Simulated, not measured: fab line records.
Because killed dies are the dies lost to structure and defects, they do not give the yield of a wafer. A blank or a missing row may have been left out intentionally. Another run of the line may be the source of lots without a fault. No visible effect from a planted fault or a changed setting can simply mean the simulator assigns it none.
Split-lot experiment :: flow n5 finfet :: 21 wafers read across 7 lots, on a route 1938 steps long

## ON THE SPLIT
At N5_BEOL_M1_ETCH_70 (etches SOC in N2/H2, target depth 80 nm, overetch 16 nm, time 120 s), the setting source w was moved away from the recipe's 840 W on 7 of the 21 wafers read, by -11.0% to +12.8%. For the rest of the wafers, this setting stayed at what the recipe calls for.

The split's own step is where the reading is taken.

## THE READING
rf vpp V, in V, at N5_BEOL_M1_ETCH_70 (etches SOC in N2/H2, target depth 80 nm, overetch 16 nm, time 120 s). A value of 524.1 V with a standard deviation of 2.4 V is what fault-free wafers of this fab line usually give.

wafer: L074.4
tool, chamber at the split: rie diel-04, 1
source w as run, W: 840
against the recipe: recipe
rf vpp V, V: 521.3
against lot-mates on the recipe: -

wafer: L074.5
tool, chamber at the split: rie diel-04, 2
source w as run, W: 840
against the recipe: recipe
rf vpp V, V: 526.7
against lot-mates on the recipe: -

wafer: L074.6
tool, chamber at the split: rie diel-04, 3
source w as run, W: 840
against the recipe: recipe
rf vpp V, V: 520.1
against lot-mates on the recipe: -

wafer: L076.2
tool, chamber at the split: rie diel-01, 3
source w as run, W: 947.6
against the recipe: +12.8%
rf vpp V, V: 502.4
against lot-mates on the recipe: -20.4

wafer: L076.3
tool, chamber at the split: rie diel-01, 1
source w as run, W: 947.6
against the recipe: +12.8%
rf vpp V, V: 503.3
against lot-mates on the recipe: -19.5

wafer: L076.6
tool, chamber at the split: rie diel-01, 2
source w as run, W: 840
against the recipe: recipe
rf vpp V, V: 522.8
against lot-mates on the recipe: -

wafer: L080.3
tool, chamber at the split: rie diel-04, 3
source w as run, W: 840
against the recipe: recipe
rf vpp V, V: 519.5
against lot-mates on the recipe: -

wafer: L080.4
tool, chamber at the split: rie diel-04, 1
source w as run, W: 840
against the recipe: recipe
rf vpp V, V: 522.1
against lot-mates on the recipe: -

wafer: L080.6
tool, chamber at the split: rie diel-04, 1
source w as run, W: 840
against the recipe: recipe
rf vpp V, V: 523.0
against lot-mates on the recipe: -

wafer: L086.1
tool, chamber at the split: rie diel-01, 0
source w as run, W: 840
against the recipe: recipe
rf vpp V, V: 524.7
against lot-mates on the recipe: -

wafer: L086.3
tool, chamber at the split: rie diel-01, 2
source w as run, W: 840
against the recipe: recipe
rf vpp V, V: 520.8
against lot-mates on the recipe: -

wafer: L086.6
tool, chamber at the split: rie diel-01, 2
source w as run, W: 840
against the recipe: recipe
rf vpp V, V: 522.1
against lot-mates on the recipe: -

wafer: L087.2
tool, chamber at the split: rie diel-04, 0
source w as run, W: 763.6
against the recipe: -9.1%
rf vpp V, V: 542.6
against lot-mates on the recipe: no lot-mate on the recipe

wafer: L087.5
tool, chamber at the split: rie diel-04, 1
source w as run, W: 763.6
against the recipe: -9.1%
rf vpp V, V: 538.7
against lot-mates on the recipe: no lot-mate on the recipe

wafer: L087.6
tool, chamber at the split: rie diel-04, 0
source w as run, W: 763.6
against the recipe: -9.1%
rf vpp V, V: 542.1
against lot-mates on the recipe: no lot-mate on the recipe

wafer: L089.4
tool, chamber at the split: rie diel-02, 1
source w as run, W: 748
against the recipe: -11.0%
rf vpp V, V: 548.1
against lot-mates on the recipe: +26.4

wafer: L089.5
tool, chamber at the split: rie diel-02, 3
source w as run, W: 748
against the recipe: -11.0%
rf vpp V, V: 546.2
against lot-mates on the recipe: +24.5

wafer: L089.6
tool, chamber at the split: rie diel-02, 2
source w as run, W: 840
against the recipe: recipe
rf vpp V, V: 521.7
against lot-mates on the recipe: -

wafer: L096.1
tool, chamber at the split: rie diel-02, 3
source w as run, W: 840
against the recipe: recipe
rf vpp V, V: 525.1
against lot-mates on the recipe: -

wafer: L096.2
tool, chamber at the split: rie diel-02, 2
source w as run, W: 840
against the recipe: recipe
rf vpp V, V: 521.4
against lot-mates on the recipe: -

wafer: L096.5
tool, chamber at the split: rie diel-02, 2
source w as run, W: 840
against the recipe: recipe
rf vpp V, V: 520.1
against lot-mates on the recipe: -

FIT RESULTS
A straight line over all 21 wafers: rf vpp V changes by -1.88 V for each +1% of source w; r = -0.98; the points scatter about the line by 2.6 V.
The same after taking each lot's own level away (the mean of its wafers on the recipe; 18 wafers): -1.89 V for each +1%; r = -0.97; scatter 2.7 V.
According to that fit, moving source w by its largest amount changes the reading by 24 V.
Measured against the standard deviation above, the lots' own levels, which go from 521.53 to 522.80 V, span 0.5 times it.
The two slopes are in agreement: the lot-to-lot level therefore moves the slope only a little.
Check: for one of the wafers moved furthest among these (+12.8%), held out of the fit, the line's prediction against its lot-mates is -24.6 V. It came out at -20.4 V against them.
Tool readings at the split's step, against how far the setting was moved: rf vpp V r = -0.98.

## OTHER SPLITS ON THESE WAFERS
These wafers also went through other splits before the reading. Each is held against what the fit with the lots' levels taken away leaves over:
other split on the same wafers: N5_HKMG_FIN_PEB_10 peb time s
wafers away from the commonest value: 8
r with rf vpp V (lot level and that fit taken away): +0.32

other split on the same wafers: N5_GATE_CUT_ETCH_37 bias w
wafers away from the commonest value: 4
r with rf vpp V (lot level and that fit taken away): +0.34

other split on the same wafers: N5_MOL_CONTACT_COAG_ETCHBACK_135 time s
wafers away from the commonest value: 7
r with rf vpp V (lot level and that fit taken away): +0.03

other split on the same wafers: N5_MOL_CONTACT_COAG_VIA_ETCH_46 bias w
wafers away from the commonest value: 6
r with rf vpp V (lot level and that fit taken away): -0.34

other split on the same wafers: N5_BEOL_M0_SAQP_PECVD_97 time s
wafers away from the commonest value: 7
r with rf vpp V (lot level and that fit taken away): +0.47

other split on the same wafers: N5_BEOL_M1_COAT_61 spin rpm
wafers away from the commonest value: 9
r with rf vpp V (lot level and that fit taken away): -0.17

## THE FILE'S OWN FIT
rf vpp V changes by -1.88 V for each +1% of source w, r = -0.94.
